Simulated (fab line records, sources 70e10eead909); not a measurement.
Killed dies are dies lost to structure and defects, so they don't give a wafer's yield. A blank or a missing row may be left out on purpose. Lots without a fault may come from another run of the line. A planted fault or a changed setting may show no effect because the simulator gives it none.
Which tool did it? | flow nand_harc | 12 lots, 36 wafers sampled, at 2 steps of a route of 1159

WHAT THE GAUGES READ, wafer by wafer
NHARC_A_BLC_CD_MEAS_10: target cd 100 nm.
lot  | measured     | on        | cd_nm (nm)
L077 | day 17 14:14 | cd_sem-01 | 100.2 100.5 100.0
L076 | day 17 19:17 | cd_sem-03 | 100.4 100.7 100.9
L080 | day 18 11:34 | cd_sem-03 | 100.2 101.2 99.9
L081 | day 19 00:09 | cd_sem-01 | 99.0 100.3 100.2
L083 | day 19 13:33 | cd_sem-01 | 100.4 100.3 100.1
L084 | day 19 21:52 | cd_sem-02 | 100.1 99.1 100.3
L085 | day 20 08:26 | cd_sem-03 | 99.2 99.7 99.0
L089 | day 21 06:11 | cd_sem-03 | 99.6 100.1 98.4
L093 | day 21 18:49 | cd_sem-01 | 100.0 98.6 99.4
L091 | day 22 03:23 | cd_sem-02 | 99.8 99.9 101.0
L095 | day 22 20:35 | cd_sem-02 | 99.5 100.1 100.2
L097 | day 23 03:24 | cd_sem-02 | 100.8 101.2 101.5

WHICH TOOL RAN EACH LOT (tool, then ch and the chambers of the sampled wafers, then the start)
lot  | NHARC_A_CONTACT_ETCH_134
L077 | har_cap_etch-01 ch 0,1, day 17 01:04
L076 | har_cap_etch-01 ch 0,1, day 17 11:13
L080 | har_cap_etch-02 ch 0,1, day 18 07:10
L081 | har_cap_etch-02 ch 0,1, day 18 14:39
L083 | har_cap_etch-03 ch 0,1, day 19 09:10
L084 | har_cap_etch-03 ch 0,1, day 19 17:34
L085 | har_cap_etch-03 ch 0,1, day 19 22:58
L089 | har_cap_etch-02 ch 0,1, day 21 00:38
L093 | har_cap_etch-01 ch 0,1, day 21 10:10
L091 | har_cap_etch-03 ch 0,1, day 21 17:15
L095 | har_cap_etch-03 ch 0,1, day 22 16:24
L097 | har_cap_etch-02 ch 0,1, day 22 19:22
- NHARC_A_CONTACT_ETCH_134: etches the open film in C4F8/O2/Ar, time 140 s, target depth 700 nm.

THE ANSWER, worked out from the rows above alone
Rule: what is usual is taken from the lots themselves. Put in order of their means at a reading, lots are off if they are a third of the lots or fewer, leave a main group of 4 or more, and stand apart from it by a gap of 3 or more times the standard deviation of the main group's means; of several such gaps the widest counts. A main group whose means are all the same, to the digits that the tables above print for the reading, isn't used. A lot without any number at a reading at which 4 lots or more have one is off too. The other lots that the step has rows for count as sound.
No lot is off at any reading shown: from this, nothing can be told.

WHAT THE SIMULATOR HAD PUT IN
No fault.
